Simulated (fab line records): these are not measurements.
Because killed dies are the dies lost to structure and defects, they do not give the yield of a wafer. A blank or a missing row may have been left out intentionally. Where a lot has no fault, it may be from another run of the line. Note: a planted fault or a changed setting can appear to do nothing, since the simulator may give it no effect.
Matching of chambers / flow n5_finfet / rie_diel-05 running N5_BEOL_M7_ETCH_65: 4 sister chambers
The step etches SiARC in CF4, target depth 15.6 nm, time 26 s. 14 wafers are shown with their chamber, then 7 later ones without.

WAFERS PAIRED WITH THEIR CHAMBERS
wafer=L076.1; chamber=0; throttle_valve_pct (%)=15.55; showerhead_plenum_p_Torr (Torr)=2.04; drypump_motor_current_A (A)=5.1
wafer=L076.3; chamber=3; throttle_valve_pct (%)=16.02; showerhead_plenum_p_Torr (Torr)=2.22; drypump_motor_current_A (A)=5.8
wafer=L076.6; chamber=0; throttle_valve_pct (%)=15.56; showerhead_plenum_p_Torr (Torr)=2.04; drypump_motor_current_A (A)=5.1
wafer=L077.2; chamber=1; throttle_valve_pct (%)=15.08; showerhead_plenum_p_Torr (Torr)=2.19; drypump_motor_current_A (A)=5.9
wafer=L077.4; chamber=2; throttle_valve_pct (%)=15.52; showerhead_plenum_p_Torr (Torr)=2.06; drypump_motor_current_A (A)=5.0
wafer=L077.6; chamber=0; throttle_valve_pct (%)=15.57; showerhead_plenum_p_Torr (Torr)=2.04; drypump_motor_current_A (A)=5.1
wafer=L087.2; chamber=1; throttle_valve_pct (%)=15.08; showerhead_plenum_p_Torr (Torr)=2.18; drypump_motor_current_A (A)=6.0
wafer=L087.5; chamber=3; throttle_valve_pct (%)=16.06; showerhead_plenum_p_Torr (Torr)=2.21; drypump_motor_current_A (A)=5.8
wafer=L087.6; chamber=2; throttle_valve_pct (%)=15.54; showerhead_plenum_p_Torr (Torr)=2.06; drypump_motor_current_A (A)=5.0
wafer=L088.1; chamber=1; throttle_valve_pct (%)=15.09; showerhead_plenum_p_Torr (Torr)=2.18; drypump_motor_current_A (A)=5.9
wafer=L088.4; chamber=0; throttle_valve_pct (%)=15.58; showerhead_plenum_p_Torr (Torr)=2.03; drypump_motor_current_A (A)=5.2
wafer=L088.5; chamber=2; throttle_valve_pct (%)=15.56; showerhead_plenum_p_Torr (Torr)=2.06; drypump_motor_current_A (A)=5.0
wafer=L089.1; chamber=0; throttle_valve_pct (%)=15.60; showerhead_plenum_p_Torr (Torr)=2.03; drypump_motor_current_A (A)=5.1
wafer=L089.4; chamber=2; throttle_valve_pct (%)=15.58; showerhead_plenum_p_Torr (Torr)=2.06; drypump_motor_current_A (A)=5.0

SIGNATURES (averages over the wafers above)
reading=throttle_valve_pct; chamber 0=15.5720; chamber 1=15.0833; chamber 2=15.5500; chamber 3=16.0400; scatter within a chamber=0.0208
reading=showerhead_plenum_p_Torr; chamber 0=2.0360; chamber 1=2.1833; chamber 2=2.0600; chamber 3=2.2150; scatter within a chamber=0.00486
reading=drypump_motor_current_A; chamber 0=5.120; chamber 1=5.933; chamber 2=5.000; chamber 3=5.800; scatter within a chamber=0.0383
Rule: for each reading, subtract the chamber's mean from the wafer's reading, divide by that reading's scatter and square the result; add these up over the readings and take the root, which gives the wafer's distance from the chamber. The wafer belongs to the nearest chamber; if the next one is less than 2 further off, it can't be placed. The scatter: the root of (the sum of the squares of (reading less its chamber's mean) over the shown wafers, divided by (wafers less chambers)).

WAFERS WHOSE CHAMBER IS MISSING
wafer=L089.6; throttle_valve_pct (%)=15.62; showerhead_plenum_p_Torr (Torr)=2.03; drypump_motor_current_A (A)=5.1
wafer=L090.3; throttle_valve_pct (%)=15.57; showerhead_plenum_p_Torr (Torr)=2.06; drypump_motor_current_A (A)=5.1
wafer=L090.4; throttle_valve_pct (%)=16.06; showerhead_plenum_p_Torr (Torr)=2.21; drypump_motor_current_A (A)=5.8
wafer=L090.6; throttle_valve_pct (%)=15.12; showerhead_plenum_p_Torr (Torr)=2.18; drypump_motor_current_A (A)=5.9
wafer=L096.4; throttle_valve_pct (%)=15.62; showerhead_plenum_p_Torr (Torr)=2.03; drypump_motor_current_A (A)=5.1
wafer=L096.5; throttle_valve_pct (%)=15.14; showerhead_plenum_p_Torr (Torr)=2.17; drypump_motor_current_A (A)=5.9
wafer=L096.6; throttle_valve_pct (%)=15.63; showerhead_plenum_p_Torr (Torr)=2.03; drypump_motor_current_A (A)=5.1

THE CHAMBER EACH PASSED THROUGH
wafer=L089.6; from the rows above=0; in truth=0
wafer=L090.3; from the rows above=2; in truth=2
wafer=L090.4; from the rows above=3; in truth=3
wafer=L090.6; from the rows above=1; in truth=1
wafer=L096.4; from the rows above=0; in truth=0
wafer=L096.5; from the rows above=1; in truth=1
wafer=L096.6; from the rows above=0; in truth=0
7 of 7 placed correctly. Can't be placed from these rows: 0. Placed wrongly: 0.
